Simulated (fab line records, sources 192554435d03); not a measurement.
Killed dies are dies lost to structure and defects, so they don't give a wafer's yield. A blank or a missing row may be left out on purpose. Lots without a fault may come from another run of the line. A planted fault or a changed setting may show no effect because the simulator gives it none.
Chamber matching | flow n5_finfet | N5_STI_FIN_REVEAL_CMP_04 on cmp-01: 4 sister chambers
The step polishes, stops on Si3N4, t overpolish 4 s, target thk 131.83 nm. 8 wafers are shown with their chamber, then 7 later ones without.

WAFERS WITH THEIR CHAMBER
wafer  | chamber | head_pressure_psi (psi) | motor_current_A (A)
L078.4 | 3       | 1.998                   | 7.4
L084.2 | 2       | 2.004                   | 7.8
L084.4 | 1       | 1.998                   | 7.7
L085.1 | 3       | 1.999                   | 7.4
L085.3 | 0       | 1.995                   | 7.7
L085.5 | 2       | 2.002                   | 7.2
L088.1 | 0       | 2.004                   | 7.4
L088.4 | 1       | 1.996                   | 7.5

WAFERS WITHOUT THEIR CHAMBER
wafer  | head_pressure_psi (psi) | motor_current_A (A)
L088.6 | 2.001                   | 7.4
L092.1 | 1.994                   | 8.0
L092.2 | 1.994                   | 8.2
L092.4 | 1.993                   | 7.1
L095.3 | 2.000                   | 7.1
L095.4 | 1.998                   | 7.1
L095.6 | 1.999                   | 7.2

WHICH CHAMBER EACH WENT THROUGH
wafer  | from the rows above               | in truth
L088.6 | can't be placed: 2 or 3 or 0 or 1 | 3
L092.1 | can't be placed: 1 or 0 or 3 or 2 | 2
L092.2 | can't be placed: 1 or 0 or 3 or 2 | 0
L092.4 | can't be placed: 3 or 1 or 0 or 2 | 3
L095.3 | can't be placed: 3 or 0 or 2 or 1 | 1
L095.4 | can't be placed: 3 or 0 or 1 or 2 | 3
L095.6 | can't be placed: 3 or 0 or 2 or 1 | 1
Placed correctly: 0 of 7. Can't be placed from these rows: 7 (the true chamber is among the candidates in 7). Placed wrongly: 0.
How it was worked out, from the rows above alone: a wafer's distance from a chamber is the root of the sum, over the readings, of the square of ((its reading less the chamber's mean) divided by the reading's scatter). The wafer belongs to the nearest chamber; if the next one is less than 2 further off, it can't be placed. A chamber's mean is the mean of its shown wafers. The scatter: the root of (the sum of the squares of (reading less its chamber's mean) over the shown wafers, divided by (wafers less chambers)).
